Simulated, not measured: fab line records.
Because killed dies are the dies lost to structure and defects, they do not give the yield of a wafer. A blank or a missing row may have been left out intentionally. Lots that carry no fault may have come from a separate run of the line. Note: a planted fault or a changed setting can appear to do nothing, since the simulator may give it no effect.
fab line records	flow nandHarc
record: lots: 13	wafers: 39	lastDay: 33
route steps=1302 shown A_CHANNEL_FILL_D1@508 A_ONON_D2@548 END@1302
lots that met no fault: from a run of the same line without faults
startH: hours from the record's first day to the start of the lot's first wafer shown	waitH: hours from the lot's prior step to this one	" same as the row above	L1.1+2: one row covering several wafers at once	- no value present, or no start provided	* or withheld: withheld	< > ~ a bound
route shown NAME@n: names a module that has steps shown in the file, with the first one's number in the route	usual: average and standard deviation across the fault-free wafers	same: alike in all rows	chamber/n: place in a boat	sites: each site's reading	_std_site: how widely they spread, as a standard deviation	_edge_site: inner sites' mean taken away from outer sites' mean	radiusMm: for every site, how far away it sits from the centre of the wafer	mask NAME#n: copy n	behind: the most recent tool/chamber to have shaped the wafer	hold: reason for holding the lot/hours on hold/outcome of the hold	device: the n, p or np transistor that did not switch	end of line: at the end of the route, the tests of the same wafers	where a step has no rows: the recipe by itself	killed: not the wafer's yield, but the dies lost to structure and defects at the first sort	map: dies across one wafer; x = killed, . = not, _ = none there
set.NAME: setting as actually run; set.NAME@STEP: the setting as run at that earlier step	model.NAME: the simulator's own value behind a step, which no gauge read
route steps across a sampled set of lots; one table per step, one row per wafer
services: from which hour (startH, from the record's first day; less than 0 if before it) a tool's chamber was out of use, for how many hours, and why
== steps ==
step: NHARC_A_CHANNEL_FILL_D1_ETCHBACK_08
recipe: targetDepthA: 2200	timeS: 110	c4f8FlowSccm: 20	arFlowSccm: withheld	rfW: 600	biasW: 300	chemistry: C4F8
usual: chamberPressureMTorr: 25.001/0.024	oesProductAu: 0.96/0.036	rfVppV: 441.9/2.6
lot.wafer	tool	chamber	startH	waitH	chamberPressureMTorr	oesProductAu	rfHoursCounterH	rfVppV
L614.1	rieDiel-06	3	-	-	24.991	1.00	3.8	444.1
L614.4	"	1	"	"	24.991	1.01	3.1	442.1
L614.6	"	3	"	"	24.987	1.01	-	444.2
L615.3	rieDiel-08	1	-	-	25.004	0.93	2.3	444.4
L615.5	"	0	"	"	25.028	0.92	-	441.1
L615.4	"	2	"	"	24.993	0.92	-	436.9
L616.3	rieDiel-08	3	-	-	24.973	0.98	3.9	435.5
L616.5	"	1	"	"	25.013	0.99	-	445.1
L616.6	"	2	"	"	25.026	1.00	-	438.9
L624.3	rieDiel-06	3	-	-	25.042	1.01	0.1	443.7
L624.2	"	1	"	"	24.992	1.00	0.1	442.3
L624.5	"	3	"	"	25.010	1.00	-	440.8
L625.1	rieDiel-08	2	-	-	24.984	0.92	9.2	438.1
L625.3	"	3	"	"	25.064	0.92	10.3	436.7
L625.4	"	0	"	"	25.036	0.92	8.7	439.3
L628.2	rieDiel-07	0	-	-	24.952	1.00	5.2	442.6
L628.3	"	1	"	"	25.058	1.00	5.8	445.4
L628.6	"	1	"	"	25.013	1.00	-	444.0
L627.2	rieDiel-07	2	-	-	25.037	1.00	4.0	442.7
L627.1	"	3	"	"	24.976	0.99	5.6	441.2
L627.4	"	0	"	"	25.036	1.00	5.3	443.3
L630.1	rieDiel-06	2	-	-	25.011	0.93	2.6	442.9
L630.3	"	0	"	"	24.978	0.93	2.3	442.6
L630.5	"	1	"	"	24.987	0.92	-	443.3
L633.1	rieDiel-07	1	-	-	25.007	0.93	7.5	444.7
L633.5	"	0	"	"	24.987	0.92	-	442.3
L633.4	"	2	"	"	24.993	0.92	-	440.9
L634.1	rieDiel-07	2	-	-	24.968	0.99	6.1	441.4
L634.4	"	3	"	"	24.990	0.98	6.4	440.9
L634.6	"	0	"	"	24.997	0.98	-	443.5
L635.1	rieDiel-08	0	-	-	24.976	0.99	4.7	439.4
L635.3	"	2	"	"	24.992	1.00	4.9	437.4
L635.5	"	3	"	"	24.998	1.00	-	438.1
L636.3	rieDiel-06	1	-	-	24.992	0.92	6.6	442.0
L636.4	"	0	"	"	24.991	0.93	-	442.6
L636.5	"	1	"	"	25.018	0.93	-	442.2
L637.1	rieDiel-08	0	-	-	25.006	0.92	6.6	442.1
L637.4	"	2	"	"	25.022	0.91	7.1	436.3
L637.5	"	3	"	"	25.021	0.92	-	438.0
step: NHARC_A_ONON_D2_THK_MEAS_05
recipe: thkMeasGauge: ellipsometry
usual: thkNm: 998/10
lot.wafer	tool	chamber	startH	waitH	thkNm
L614.1	filmMetro-02	-	274.45	-	983
L614.4	"	-	"	"	984
L614.6	"	-	"	"	985
L615.3	filmMetro-02	-	281.66	-	1006
L615.4	"	-	"	"	1005
L615.5	"	-	"	"	1003
L616.3	filmMetro-01	-	297.49	-	994
L616.5	"	-	"	"	992
L616.6	"	-	"	"	993
L624.2	filmMetro-02	-	366.88	-	1014
L624.3	"	-	"	"	1015
L624.5	"	-	"	"	1015
L625.1	filmMetro-01	-	385.29	-	989
L625.3	"	-	"	"	987
L625.4	"	-	"	"	990
L628.2	filmMetro-02	-	414.74	-	1001
L628.3	"	-	"	"	1002
L628.6	"	-	"	"	1001
L627.1	filmMetro-02	-	414.96	-	974
L627.2	"	-	"	"	974
L627.4	"	-	"	"	974
L630.1	filmMetro-02	-	439.09	-	1003
L630.3	"	-	"	"	1000
L630.5	"	-	"	"	1001
L633.1	filmMetro-02	-	467.01	-	1007
L633.4	"	-	"	"	1005
L633.5	"	-	"	"	1006
L634.1	filmMetro-02	-	481.52	-	1000
L634.4	"	-	"	"	1002
L634.6	"	-	"	"	1000
L636.3	filmMetro-01	-	485.89	-	997
L636.4	"	-	"	"	997
L636.5	"	-	"	"	998
L635.1	filmMetro-02	-	485.90	-	1001
L635.3	"	-	"	"	1002
L635.5	"	-	"	"	1002
L637.1	filmMetro-02	-	516.83	-	1006
L637.4	"	-	"	"	1005
L637.5	"	-	"	"	1004
step: NHARC_A_ONON_D2_THK_MEAS_14
recipe: thkMeasGauge: ellipsometry
usual: thkNm: 1000/11
lot.wafer	tool	chamber	startH	waitH	thkNm
L614.1	filmMetro-01	-	276.14	-	1000
L614.4	"	-	"	"	999
L614.6	"	-	"	"	1000
L615.3	filmMetro-01	-	283.37	-	1010
L615.4	"	-	"	"	1009
L615.5	"	-	"	"	1009
L616.3	filmMetro-01	-	299.21	-	993
L616.5	"	-	"	"	994
L616.6	"	-	"	"	994
L624.2	filmMetro-01	-	368.59	-	998
L624.3	"	-	"	"	995
L624.5	"	-	"	"	996
L625.1	filmMetro-01	-	387.00	-	1000
L625.3	"	-	"	"	998
L625.4	"	-	"	"	997
L628.2	filmMetro-02	-	416.44	-	1008
L628.3	"	-	"	"	1006
L628.6	"	-	"	"	1007
L627.1	filmMetro-02	-	416.66	-	986
L627.2	"	-	"	"	987
L627.4	"	-	"	"	983
L630.1	filmMetro-02	-	440.79	-	1016
L630.3	"	-	"	"	1016
L630.5	"	-	"	"	1015
L633.1	filmMetro-02	-	468.71	-	1001
L633.4	"	-	"	"	1001
L633.5	"	-	"	"	1002
L634.1	filmMetro-01	-	483.22	-	1001
L634.4	"	-	"	"	1001
L634.6	"	-	"	"	1001
L636.3	filmMetro-02	-	487.60	-	995
L636.4	"	-	"	"	995
L636.5	"	-	"	"	994
L635.1	filmMetro-01	-	487.63	-	1023
L635.3	"	-	"	"	1023
L635.5	"	-	"	"	1022
L637.1	filmMetro-01	-	518.53	-	1003
L637.4	"	-	"	"	1003
L637.5	"	-	"	"	1003
step: NHARC_A_ONON_D2_DEP_28
recipe: targetThkA: 10000	n2FlowSccm: 2750	n2oFlowSccm: 2000	nh3FlowSccm: 500	sih4FlowSccm: 210	tempC: 400
usual: n2FlowSccm: 2749/7.7	n2oFlowSccm: 2000/6.3	nh3FlowSccm: 499.9/1.4
lot.wafer	tool	chamber	startH	waitH	n2FlowSccm	n2oFlowSccm	nh3FlowSccm
L614.1	pecvdOnon-01	0	285.51	0.1	2771	2005	499.5
L614.4	"	0	"	"	2752	2005	498.9
L614.6	"	0	"	"	2751	2002	498.7
L615.3	pecvdOnon-03	0	292.61	0.2	2754	1997	499.9
L615.4	"	0	"	"	2746	2010	501.5
L615.5	"	0	"	"	2749	1998	500.9
L616.3	pecvdOnon-04	0	308.48	0.2	2742	1993	501.2
L616.5	"	0	"	"	2752	1996	501.0
L616.6	"	0	"	"	2750	1998	500.4
L624.2	pecvdOnon-04	0	377.77	0.1	2749	1996	502.9
L624.3	"	0	"	"	2753	1998	501.7
L624.5	"	0	"	"	2755	1998	498.7
L625.1	pecvdOnon-04	0	396.15	0.1	2755	2003	498.0
L625.3	"	0	"	"	2751	2000	501.2
L625.4	"	0	"	"	2753	2001	499.8
L627.1	pecvdOnon-01	0	426.17	0.1	2737	1998	499.5
L627.2	"	0	"	"	2747	2007	499.0
L627.4	"	0	"	"	2743	2001	498.6
L628.2	pecvdOnon-03	0	426.20	0.1	2746	1996	500.1
L628.3	"	0	"	"	2748	1998	500.3
L628.6	"	0	"	"	2747	2007	499.0
L630.1	pecvdOnon-03	0	449.94	0.1	2741	2000	499.8
L630.3	"	0	"	"	2746	1997	501.7
L630.5	"	0	"	"	2735	1999	500.6
L633.1	pecvdOnon-03	0	477.84	0.1	2752	2001	500.9
L633.4	"	0	"	"	2748	1998	501.9
L633.5	"	0	"	"	2763	2004	499.4
L634.1	pecvdOnon-01	0	493.06	0.1	2742	2007	500.7
L634.4	"	0	"	"	2750	2002	498.3
L634.6	"	0	"	"	2744	1998	499.2
L635.1	pecvdOnon-01	0	496.74	0.1	2758	1996	499.1
L635.3	"	0	"	"	2752	1994	501.4
L635.5	"	0	"	"	2741	1996	501.8
L636.3	pecvdOnon-03	0	496.84	0.2	2754	2000	499.5
L636.4	"	0	"	"	2751	1997	498.1
L636.5	"	0	"	"	2756	2002	500.2
L637.1	pecvdOnon-04	0	531.16	0.1	2752	2012	498.1
L637.4	"	0	"	"	2753	2011	499.2
L637.5	"	0	"	"	2766	2008	499.9
step: NHARC_A_ONON_D2_THK_MEAS_30
recipe: thkMeasGauge: ellipsometry
usual: thkNm: 998/11
lot.wafer	tool	chamber	startH	waitH	thkNm
L614.1	filmMetro-02	-	286.02	-	993
L614.4	"	-	"	"	993
L614.6	"	-	"	"	995
L615.3	filmMetro-02	-	293.00	-	992
L615.4	"	-	"	"	991
L615.5	"	-	"	"	992
L616.3	filmMetro-02	-	308.87	-	978
L616.5	"	-	"	"	980
L616.6	"	-	"	"	980
L624.2	filmMetro-01	-	378.22	-	887
L624.3	"	-	"	"	887
L624.5	"	-	"	"	885
L625.1	filmMetro-01	-	396.65	-	915
L625.3	"	-	"	"	915
L625.4	"	-	"	"	915
L628.2	filmMetro-01	-	426.65	-	1009
L628.3	"	-	"	"	1010
L628.6	"	-	"	"	1008
L627.1	filmMetro-01	-	426.69	-	1015
L627.2	"	-	"	"	1014
L627.4	"	-	"	"	1014
L630.1	filmMetro-02	-	450.45	-	1005
L630.3	"	-	"	"	1007
L630.5	"	-	"	"	1004
L633.1	filmMetro-01	-	478.36	-	975
L633.4	"	-	"	"	974
L633.5	"	-	"	"	976
L634.1	filmMetro-02	-	493.57	-	995
L634.4	"	-	"	"	996
L634.6	"	-	"	"	993
L636.3	filmMetro-02	-	497.23	-	995
L636.4	"	-	"	"	995
L636.5	"	-	"	"	995
L635.1	filmMetro-01	-	497.25	-	997
L635.3	"	-	"	"	996
L635.5	"	-	"	"	997
L637.1	filmMetro-01	-	531.67	-	1004
L637.4	"	-	"	"	1005
L637.5	"	-	"	"	1005
step: NHARC_END_SORT_01
recipe: tempC: 25
usual: killedAtArray: 54/20	killedAtOther: 0.9/1.1	killedAtPeriphery: 3.8/2.4	killedDies: 58/20	killedOpen: 3.5/1.9	killedShort: 2.5/1.6
same: grossDies: 677
lot.wafer	tool	chamber	startH	waitH	killedAtArray	killedAtOther	killedAtPeriphery	killedDies	killedOpen	killedShort
L624.2	prober-01	0	671.00	2.8	51	0	1	52	0	1
L624.3	prober-01	0	671.80	3.1	38	0	4	42	5	1
L624.5	prober-01	0	673.40	3.7	31	0	6	37	8	3
L628.2	prober-01	0	698.75	2.8	59	0	4	63	3	1
L628.3	prober-01	0	699.54	3.1	70	2	2	74	2	2
L628.6	prober-01	0	701.92	4.0	91	3	4	98	4	2
L633.1	prober-02	0	764.99	2.5	43	2	8	53	3	5
L633.4	prober-02	0	767.45	3.5	50	2	3	55	0	1
L633.5	prober-02	0	768.27	3.8	40	1	6	47	4	2
killed by level:class
L624.2 A_SLIT:chamberFilmFlake=28 A_CONTACT:chamberFilmFlake=7 A_CHANNEL_HOLE_D2:chamberFilmFlake=5 A_STAIRCASE:chamberFilmFlake=3 A_CHANNEL_HOLE_D1:chamberFilmFlake=2 A_BLC:chamberFilmFlake=2 A_CHANNEL_FILL_D2:geometricParticle:short=1 P_STI:chamberFilmFlake=1
L624.3 A_SLIT:chamberFilmFlake=13 A_CHANNEL_HOLE_D2:chamberFilmFlake=10 A_CHANNEL_HOLE_D1:chamberFilmFlake=4 A_CONTACT:chamberFilmFlake=4 P_M0:geometricParticle:open=3 A_CHANNEL_FILL_D1:chamberFilmFlake=2 A_BLC:chamberFilmFlake=2 P_CONTACT:geometricParticle:open=1
L624.5 A_SLIT:chamberFilmFlake=8 A_CHANNEL_HOLE_D2:chamberFilmFlake=4 A_CONTACT:chamberFilmFlake=4 A_DECK1_JOINT:chamberFilmFlake=3 P_M0:geometricParticle:open=2 A_STAIRCASE:chamberFilmFlake=2 P_M0:geometricParticle:short=1 P_M2:geometricParticle:short=1
L628.2 A_CHANNEL_HOLE_D1:chamberFilmFlake=27 A_CONTACT:chamberFilmFlake=8 A_SLIT:chamberFilmFlake=7 A_STAIRCASE:chamberFilmFlake=6 A_CHANNEL_HOLE_D2:chamberFilmFlake=5 P_GATE:chamberFilmFlake=2 A_M0:chamberFilmFlake=2 P_STI:geometricParticle:open=1
L628.3 A_CHANNEL_HOLE_D1:chamberFilmFlake=41 A_SLIT:chamberFilmFlake=12 A_STAIRCASE:chamberFilmFlake=7 A_CHANNEL_HOLE_D2:chamberFilmFlake=3 THIN_TSV:chamberFilmFlake=2 P_STI:geometricParticle:short=1 A_CHANNEL_FILL_D1:geometricParticle:open=1 A_CHANNEL_HOLE_D2:geometricParticle:short=1
L628.6 A_CHANNEL_HOLE_D1:chamberFilmFlake=37 A_SLIT:chamberFilmFlake=33 A_CHANNEL_HOLE_D2:chamberFilmFlake=6 A_CONTACT:chamberFilmFlake=4 A_M0:chamberFilmFlake=3 THIN_TSV:chamberFilmFlake=3 A_STAIRCASE:chamberFilmFlake=2 P_CONTACT:geometricParticle:open=1
L633.1 A_SLIT:chamberFilmFlake=14 A_CHANNEL_HOLE_D1:chamberFilmFlake=10 A_CONTACT:chamberFilmFlake=10 P_M2:chamberFilmFlake=3 A_DECK1_JOINT:chamberFilmFlake=3 P_ZERO_WELL:chamberFilmFlake=2 A_STAIRCASE:chamberFilmFlake=2 P_STI:geometricParticle:short=1
L633.4 A_CHANNEL_HOLE_D1:chamberFilmFlake=16 A_SLIT:chamberFilmFlake=14 A_CONTACT:chamberFilmFlake=8 A_WL_FILL:chamberFilmFlake=5 P_M2:chamberFilmFlake=3 A_STAIRCASE:chamberFilmFlake=3 THIN_TSV:chamberFilmFlake=2 A_M0:geometricParticle:short=1
L633.5 A_CHANNEL_HOLE_D1:chamberFilmFlake=15 A_SLIT:chamberFilmFlake=12 A_WL_FILL:chamberFilmFlake=4 A_CONTACT:chamberFilmFlake=3 P_ZERO_WELL:chamberFilmFlake=2 P_M2:chamberFilmFlake=2 A_STAIRCASE:chamberFilmFlake=2 P_CONTACT:geometricParticle:open=1
== services ==
tool	chamber	startH	hours	kind
pecvdOnon-03	-	227.00	13.0	pm
rieDiel-06	1	231.66	13.3	repair
rieDiel-08	3	234.92	3.8	repair
rieDiel-06	-	245.53	13.0	repair
pecvdOnon-01	-	269.41	13.0	pm
rieDiel-08	0	270.70	6.7	repair
rieDiel-07	-	294.20	9.0	pm
rieDiel-07	2	306.39	11.2	repair
rieDiel-06	-	307.20	9.0	pm
pecvdOnon-04	-	311.00	13.0	pm
rieDiel-07	2	323.13	7.8	repair
rieDiel-07	-	330.06	0.1	repair
rieDiel-08	3	354.14	41.6	repair
rieDiel-08	-	367.83	9.0	pm
rieDiel-07	-	370.87	0.5	repair
rieDiel-08	0	385.93	2.2	repair
rieDiel-07	3	407.49	14.4	repair
pecvdOnon-03	-	408.00	13.0	pm
rieDiel-06	2	429.79	57.9	repair
rieDiel-07	3	443.91	2.6	repair
pecvdOnon-01	-	450.41	13.0	pm
pecvdOnon-04	-	461.79	1.3	repair
rieDiel-08	0	524.87	1.2	repair
rieDiel-08	3	525.83	2.9	repair
== key ==
firstSign: step: NHARC_A_ONON_D2_THK_MEAS_30	reading: thkNm	direction: down	sigmas: 9.1	usual: 998	struck: 901
effect none on later readings
metAt NHARC_A_ONON_D2_DEP_28
struckLots L624,L625
testerLeftOut L624,L625
notActingAt NHARC_A_CHANNEL_FILL_D1_ETCHBACK_08,NHARC_A_ONON_D2_THK_MEAS_05,NHARC_A_ONON_D2_THK_MEAS_14
onsetBetween 308.48 377.77
fault: kind: processParameterDrift	tool: pecvdOnon-04	chamber: -	onsetH: 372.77	steps: NHARC_A_ONON_D2_DEP_28	channel: targetThkA	offset: *	shape: step	endH: 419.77	actsIn: *	stated: *
testerLeftOut: of these lots the tester's yield and bins aren't shown, on N5 and GAA mostly nor the transistor test; their killed dies are dies lost to structure and defects alone, not to doping, threshold or leakage, so they don't give the yield
